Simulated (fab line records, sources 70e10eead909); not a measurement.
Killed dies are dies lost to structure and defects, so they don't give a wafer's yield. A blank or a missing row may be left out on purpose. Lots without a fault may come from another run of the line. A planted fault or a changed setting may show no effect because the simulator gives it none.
Which tool did it? | flow nand_harc | 21 lots, 63 wafers sampled, at 1 step of a route of 1302

WHAT THE GAUGES READ, wafer by wafer
NHARC_A_CHANNEL_FILL_D1_INSPECT_13. Usual: raw_defect_count 306, standard deviation 110.
lot  | measured     | on                | raw_defect_count | flag
L074 | day 10 22:53 | defect_inspect-02 | 359 304 316      |
L076 | day 11 18:23 | defect_inspect-01 | 381 399 544      |
L078 | day 12 08:35 | defect_inspect-01 | 393 337 282      |
L080 | day 13 07:37 | defect_inspect-02 | 305 480 367      |
L079 | day 13 07:37 | defect_inspect-01 | 284 349 413      |
L081 | day 14 06:05 | defect_inspect-01 | 189 192 157      |
L082 | day 14 21:58 | defect_inspect-01 | 290 200 215      |
L083 | day 15 05:38 | defect_inspect-02 | 408 327 251      |
L084 | day 15 09:45 | defect_inspect-01 | 317 364 445      |
L085 | day 15 17:31 | defect_inspect-01 | 392 262 216      |
L086 | day 15 17:33 | defect_inspect-02 | 318 187 211      |
L087 | day 16 02:58 | defect_inspect-02 | 194 458 182      |
L088 | day 17 10:16 | defect_inspect-01 | 246 269 309      |
L089 | day 17 15:40 | defect_inspect-02 | 272 272 190      |
L091 | day 17 19:19 | defect_inspect-01 | 197 493 200      |
L090 | day 18 01:34 | defect_inspect-02 | 425 276 536      |
L092 | day 18 01:34 | defect_inspect-01 | 259 372 286      |
L093 | day 18 18:15 | defect_inspect-01 | 137 173 130      |
L095 | day 20 00:32 | defect_inspect-01 | 272 319 193      |
L096 | day 20 11:14 | defect_inspect-01 | 237 325 335      |
L097 | day 20 15:56 | defect_inspect-02 | 597 231 440      |

WHICH TOOL RAN EACH LOT (tool, then ch and the chambers of the sampled wafers, then the start)
The record holds no process step before these readings.

WHAT THE TOOLS THEMSELVES READ (means of the sampled wafers that have a number; where no wafer has one, the mark that the record gives instead)
The record holds no such reading with a usual standard deviation.

THE ANSWER, worked out from the rows above alone
Rule: a lot is off if the mean of its wafers that have a number lies more than 3 standard deviations from the usual mean. A lot without any number at a reading at which 4 lots or more have one is off too. The other lots that the step has rows for count as sound. The gauges are gone through in route order, then the tools' own readings, and for those a lot's mean is taken as printed above. The first step at which some lot is off is used, and at that step the reading that is off furthest; a lot without a number counts as furthest.
No lot is off at any reading shown: from this, nothing can be told.

WHAT THE SIMULATOR HAD PUT IN
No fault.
